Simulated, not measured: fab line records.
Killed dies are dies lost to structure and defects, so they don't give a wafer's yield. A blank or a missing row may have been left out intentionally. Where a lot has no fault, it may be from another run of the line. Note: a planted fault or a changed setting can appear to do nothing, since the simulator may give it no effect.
Split-lot trial -- flow n5Finfet -- 21 wafers read from 7 lots, route of 1938 steps

## ABOUT THE SPLIT
At N5_BEOL_M2_TRENCH_ETCH_37 (etches SiOC in C4F6/O2, target depth 55.555 nm, time 29.2 s), the setting biasW was moved away from the recipe's 185 W on 8 of the 21 wafers read, by -7.9% to +12.9%. For the rest of the wafers, this setting stayed at what the recipe calls for.

The reading comes from the split's own step.

## THE READING
rfVppV, in V, at N5_BEOL_M2_TRENCH_ETCH_37 (etches SiOC in C4F6/O2, target depth 55.555 nm, time 29.2 s). A value of 671 V with a standard deviation of 7 V is what fault-free wafers of this fab line usually give.

wafer,"tool, chamber at the split","biasW as run, W",against the recipe,"rfVppV, V",against lot-mates on the recipe
L075.3,"rieDiel-02, 1",173.6,-6.2%,638,-37
L075.4,"rieDiel-02, 3",185,recipe,671,-
L075.6,"rieDiel-02, 2",185,recipe,679,-
L081.2,"rieDiel-02, 1",185,recipe,670,-
L081.3,"rieDiel-02, 3",185,recipe,670,-
L081.4,"rieDiel-02, 1",185,recipe,669,-
L083.2,"rieDiel-06, 1",170.3,-7.9%,633,-43
L083.3,"rieDiel-06, 3",170.3,-7.9%,634,-42
L083.5,"rieDiel-06, 1",185,recipe,676,-
L087.1,"rieDiel-06, 1",185,recipe,675,-
L087.2,"rieDiel-06, 0",185,recipe,656,-
L087.5,"rieDiel-06, 1",185,recipe,674,-
L089.2,"rieDiel-05, 1",208.9,+12.9%,753,+80
L089.3,"rieDiel-05, 2",185,recipe,673,-
L089.4,"rieDiel-05, 0",208.9,+12.9%,729,+56
L091.3,"rieDiel-05, 2",205.3,+11.0%,729,+67
L091.5,"rieDiel-05, 0",185,recipe,662,-
L091.6,"rieDiel-05, 1",205.3,+11.0%,741,+79
L097.3,"rieDiel-06, 3",208.7,+12.8%,744,+75
L097.4,"rieDiel-06, 2",185,recipe,664,-
L097.5,"rieDiel-06, 1",185,recipe,674,-

FIT RESULTS
A straight line over all 21 wafers: rfVppV changes by +5.45 V for each +1% of biasW; r = +0.98; the points scatter about the line by 7.1 V.
The same after taking each lot's own level away (the mean of its wafers on the recipe; 21 wafers): +5.76 V for each +1%; r = +0.98; scatter 7.1 V.
Per that fit: largest biasW move, reading shift of 74 V.
Across the lots, their own levels run from 662.0 to 676.0 V, a range of 2.0 times the standard deviation given above.
Hence the lot-to-lot level has little effect on the slope; both slopes agree.
Check: with one of the wafers moved furthest among these (+12.9%) left out of the fit, the line predicts +73.8 V for it against its lot-mates. Against them it came out at +80 V.
Tool readings at the split's step, against how far the setting was moved: rfVppV r = +0.98.

## OTHER SPLITS APPLIED TO THESE WAFERS
Note: prior to the reading, these wafers also went through further splits. Each is held against what the fit with the lots' levels taken away leaves over:
other split on the same wafers,wafers away from the commonest value,r with rfVppV (lot level and that fit taken away)
N5_BEOL_M0_SAQP_COAT_08 spinRpm,8,+0.29
N5_BEOL_M0_ETCH_109 biasW,12,+0.06
N5_BEOL_M2_DESCUM_16 timeS,9,-0.10
N5_BEOL_M2_ETCH_70 biasW,8,-0.11

## THE FILE'S OWN FIT
rfVppV changes by +5.8 V for each +1% of biasW, r = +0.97.
